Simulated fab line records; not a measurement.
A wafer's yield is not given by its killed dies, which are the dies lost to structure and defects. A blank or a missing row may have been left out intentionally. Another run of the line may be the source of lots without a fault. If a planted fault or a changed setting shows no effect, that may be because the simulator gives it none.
Split-lot study / flow n5-finfet / 7 lots, 39 wafers read, on a route of 1938 steps

== ABOUT THE SPLIT ==
At N5_SD_EPI_P_EPI_21 (deposits SiGe:B, time 355 s), the setting time-s was moved away from the recipe's 355 s on 15 of the 39 wafers read, by -12.7% to +20.3%. For the rest of the wafers, this setting stayed at what the recipe calls for.

== FROM THE SPLIT TO THE READING: what the file shows between them, 6 steps ==
- N5_SD_EPI_P_EPI_MEAS_23
- N5_SD_EPI_P_HM_STRIP_48: strips SiNx in H3PO4, material SiNx, target depth 3 nm
- N5_SD_EPI_P_SRD_49: time 30 s
- N5_SD_EPI_P_PRECLEAN_24: cleans in O3/DIW, time 45 s
- N5_SD_ACTIVATION_RTA_00: time 0 s
- N5_SD_ACTIVATION_LSA_01: time 0.0008 s

== THE READING ==
RS_SD_P, in ohm/sq, at N5_SD_ACTIVATION_RS_MEAS_03 (measures by four-point-probe). A value of 56.2 ohm/sq with a standard deviation of 0.91 ohm/sq is what fault-free wafers of this fab line usually give.

wafer=L078.1; tool, chamber at the split=epi-rpcvd-02, 0; time-s as run, s=355; against the recipe=recipe; RS_SD_P, ohm/sq=56.5; against lot-mates on the recipe=-
wafer=L078.2; tool, chamber at the split=epi-rpcvd-02, 0; time-s as run, s=355; against the recipe=recipe; RS_SD_P, ohm/sq=56.8; against lot-mates on the recipe=-
wafer=L078.3; tool, chamber at the split=epi-rpcvd-02, 0; time-s as run, s=355; against the recipe=recipe; RS_SD_P, ohm/sq=56.3; against lot-mates on the recipe=-
wafer=L078.4; tool, chamber at the split=epi-rpcvd-02, 0; time-s as run, s=355; against the recipe=recipe; RS_SD_P, ohm/sq=57.4; against lot-mates on the recipe=-
wafer=L078.5; tool, chamber at the split=epi-rpcvd-02, 0; time-s as run, s=355; against the recipe=recipe; RS_SD_P, ohm/sq=56.5; against lot-mates on the recipe=-
wafer=L078.6; tool, chamber at the split=epi-rpcvd-02, 0; time-s as run, s=355; against the recipe=recipe; RS_SD_P, ohm/sq=56.5; against lot-mates on the recipe=-
wafer=L079.1; tool, chamber at the split=epi-rpcvd-04, 0; time-s as run, s=355; against the recipe=recipe; RS_SD_P, ohm/sq=56.4; against lot-mates on the recipe=-
wafer=L079.2; tool, chamber at the split=epi-rpcvd-04, 0; time-s as run, s=355; against the recipe=recipe; RS_SD_P, ohm/sq=56.4; against lot-mates on the recipe=-
wafer=L079.3; tool, chamber at the split=epi-rpcvd-04, 0; time-s as run, s=355; against the recipe=recipe; RS_SD_P, ohm/sq=55.5; against lot-mates on the recipe=-
wafer=L079.4; tool, chamber at the split=epi-rpcvd-04, 0; time-s as run, s=377.9; against the recipe=+6.5%; RS_SD_P, ohm/sq=53.4; against lot-mates on the recipe=-2.7
wafer=L079.5; tool, chamber at the split=epi-rpcvd-04, 0; time-s as run, s=377.9; against the recipe=+6.5%; RS_SD_P, ohm/sq=53.2; against lot-mates on the recipe=-2.9
wafer=L079.6; tool, chamber at the split=epi-rpcvd-04, 0; time-s as run, s=377.9; against the recipe=+6.5%; RS_SD_P, ohm/sq=54.3; against lot-mates on the recipe=-1.8
wafer=L083.1; tool, chamber at the split=epi-rpcvd-02, 0; time-s as run, s=355; against the recipe=recipe; RS_SD_P, ohm/sq=55.3; against lot-mates on the recipe=-
wafer=L083.2; tool, chamber at the split=epi-rpcvd-02, 0; time-s as run, s=355; against the recipe=recipe; RS_SD_P, ohm/sq=56.0; against lot-mates on the recipe=-
wafer=L083.3; tool, chamber at the split=epi-rpcvd-02, 0; time-s as run, s=426.9; against the recipe=+20.3%; RS_SD_P, ohm/sq=49.1; against lot-mates on the recipe=-6.7
wafer=L083.4; tool, chamber at the split=epi-rpcvd-02, 0; time-s as run, s=426.9; against the recipe=+20.3%; RS_SD_P, ohm/sq=48.9; against lot-mates on the recipe=-6.9
wafer=L083.5; tool, chamber at the split=epi-rpcvd-02, 0; time-s as run, s=355; against the recipe=recipe; RS_SD_P, ohm/sq=56.0; against lot-mates on the recipe=-
wafer=L083.6; tool, chamber at the split=epi-rpcvd-02, 0; time-s as run, s=426.9; against the recipe=+20.3%; RS_SD_P, ohm/sq=48.3; against lot-mates on the recipe=-7.5
wafer=L085.1; tool, chamber at the split=epi-rpcvd-02, 0; time-s as run, s=313.7; against the recipe=-11.6%; RS_SD_P, ohm/sq=61.5; against lot-mates on the recipe=+5.3
wafer=L085.2; tool, chamber at the split=epi-rpcvd-02, 0; time-s as run, s=313.7; against the recipe=-11.6%; RS_SD_P, ohm/sq=61.2; against lot-mates on the recipe=+5.0
wafer=L085.3; tool, chamber at the split=epi-rpcvd-02, 0; time-s as run, s=313.7; against the recipe=-11.6%; RS_SD_P, ohm/sq=59.9; against lot-mates on the recipe=+3.7
wafer=L085.4; tool, chamber at the split=epi-rpcvd-02, 0; time-s as run, s=355; against the recipe=recipe; RS_SD_P, ohm/sq=56.5; against lot-mates on the recipe=-
wafer=L085.5; tool, chamber at the split=epi-rpcvd-02, 0; time-s as run, s=355; against the recipe=recipe; RS_SD_P, ohm/sq=55.6; against lot-mates on the recipe=-
wafer=L085.6; tool, chamber at the split=epi-rpcvd-02, 0; time-s as run, s=355; against the recipe=recipe; RS_SD_P, ohm/sq=56.4; against lot-mates on the recipe=-
wafer=L087.1; tool, chamber at the split=epi-rpcvd-02, 0; time-s as run, s=315.2; against the recipe=-11.2%; RS_SD_P, ohm/sq=61.2; against lot-mates on the recipe=+5.0
wafer=L087.2; tool, chamber at the split=epi-rpcvd-02, 0; time-s as run, s=355; against the recipe=recipe; RS_SD_P, ohm/sq=56.8; against lot-mates on the recipe=-
wafer=L087.3; tool, chamber at the split=epi-rpcvd-02, 0; time-s as run, s=355; against the recipe=recipe; RS_SD_P, ohm/sq=56.3; against lot-mates on the recipe=-
wafer=L087.4; tool, chamber at the split=epi-rpcvd-02, 0; time-s as run, s=355; against the recipe=recipe; RS_SD_P, ohm/sq=55.6; against lot-mates on the recipe=-
wafer=L087.5; tool, chamber at the split=epi-rpcvd-02, 0; time-s as run, s=315.2; against the recipe=-11.2%; RS_SD_P, ohm/sq=60.9; against lot-mates on the recipe=+4.7
wafer=L087.6; tool, chamber at the split=epi-rpcvd-02, 0; time-s as run, s=315.2; against the recipe=-11.2%; RS_SD_P, ohm/sq=61.3; against lot-mates on the recipe=+5.1
wafer=L090.1; tool, chamber at the split=epi-rpcvd-03, 0; time-s as run, s=310; against the recipe=-12.7%; RS_SD_P, ohm/sq=61.4; against lot-mates on the recipe=+4.9
wafer=L090.2; tool, chamber at the split=epi-rpcvd-03, 0; time-s as run, s=310; against the recipe=-12.7%; RS_SD_P, ohm/sq=61.4; against lot-mates on the recipe=+4.9
wafer=L090.3; tool, chamber at the split=epi-rpcvd-03, 0; time-s as run, s=355; against the recipe=recipe; RS_SD_P, ohm/sq=56.7; against lot-mates on the recipe=-
wafer=L090.4; tool, chamber at the split=epi-rpcvd-03, 0; time-s as run, s=310; against the recipe=-12.7%; RS_SD_P, ohm/sq=61.9; against lot-mates on the recipe=+5.4
wafer=L090.5; tool, chamber at the split=epi-rpcvd-03, 0; time-s as run, s=355; against the recipe=recipe; RS_SD_P, ohm/sq=56.3; against lot-mates on the recipe=-
wafer=L090.6; tool, chamber at the split=epi-rpcvd-03, 0; time-s as run, s=355; against the recipe=recipe; RS_SD_P, ohm/sq=56.4; against lot-mates on the recipe=-
wafer=L093.1; tool, chamber at the split=epi-rpcvd-04, 0; time-s as run, s=355; against the recipe=recipe; RS_SD_P, ohm/sq=54.5; against lot-mates on the recipe=-
wafer=L093.3; tool, chamber at the split=epi-rpcvd-04, 0; time-s as run, s=355; against the recipe=recipe; RS_SD_P, ohm/sq=54.8; against lot-mates on the recipe=-
wafer=L093.4; tool, chamber at the split=epi-rpcvd-04, 0; time-s as run, s=355; against the recipe=recipe; RS_SD_P, ohm/sq=54.6; against lot-mates on the recipe=-

FIT RESULTS
A straight line over all 39 wafers: RS_SD_P changes by -0.394 ohm/sq for each +1% of time-s; r = -0.98; the points scatter about the line by 0.68 ohm/sq.
The same after taking each lot's own level away (the mean of its wafers on the recipe; 39 wafers): -0.379 ohm/sq for each +1%; r = -0.99; scatter 0.47 ohm/sq.
Per that fit: largest time-s move, reading shift of 7.7 ohm/sq.
Measured against the standard deviation above, the lots' own levels, which go from 54.63 to 56.67 ohm/sq, span 2.2 times it.
Consequently the slope shifts little with the lot-to-lot level, the two slopes agreeing.
Check: -7.73 ohm/sq against its lot-mates is what the line predicts for one of the wafers moved furthest among these (+20.3%) when that wafer is left out of the fit. It came out at -6.67 ohm/sq against them.

== FURTHER SPLITS ON THESE WAFERS ==
Before the reading, these wafers also passed through other splits. Each is held against what the fit with the lots' levels taken away leaves over:
other split on the same wafers=N5_DUMMY_GATE_EXPOSE_12 dose-mj; wafers away from the commonest value=9; r with RS_SD_P (lot level and that fit taken away)=-0.13
other split on the same wafers=N5_SD_EPI_N_ETCH_16 target-depth-a; wafers away from the commonest value=15; r with RS_SD_P (lot level and that fit taken away)=+0.22

== THE WHOLE CHAIN: every reading that the file lists as answering this split, in the file's order ==
step=N5_SD_EPI_P_EPI_21; what it does=deposits SiGe:B, time 355 s; reading=SiGe-B_of_SD_EPI_P_EPI_21.thk-nm (the simulator's own value, which no gauge read); change (the file's fit)=+0.426 nm for each +1% of the setting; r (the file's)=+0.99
step=N5_SD_EPI_P_EPI_MEAS_23; what it does=; reading=thk-nm; change (the file's fit)=withheld for each +1% of the setting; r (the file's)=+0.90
step=N5_SD_EPI_P_HM_STRIP_48; what it does=strips SiNx in H3PO4, material SiNx, target depth 3 nm; reading=SiGe-B_of_SD_EPI_P_EPI_21.thk-nm (the simulator's own value, which no gauge read); change (the file's fit)=+0.424 nm for each +1% of the setting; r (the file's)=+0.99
step=N5_SD_ACTIVATION_RS_MEAS_03; what it does=measures by four-point-probe; reading=RS_SD_P; change (the file's fit)=-0.381 for each +1% of the setting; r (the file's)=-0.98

== THE FILE'S OWN FIT ==
RS_SD_P changes by -0.381 ohm/sq for each +1% of time-s, r = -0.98.
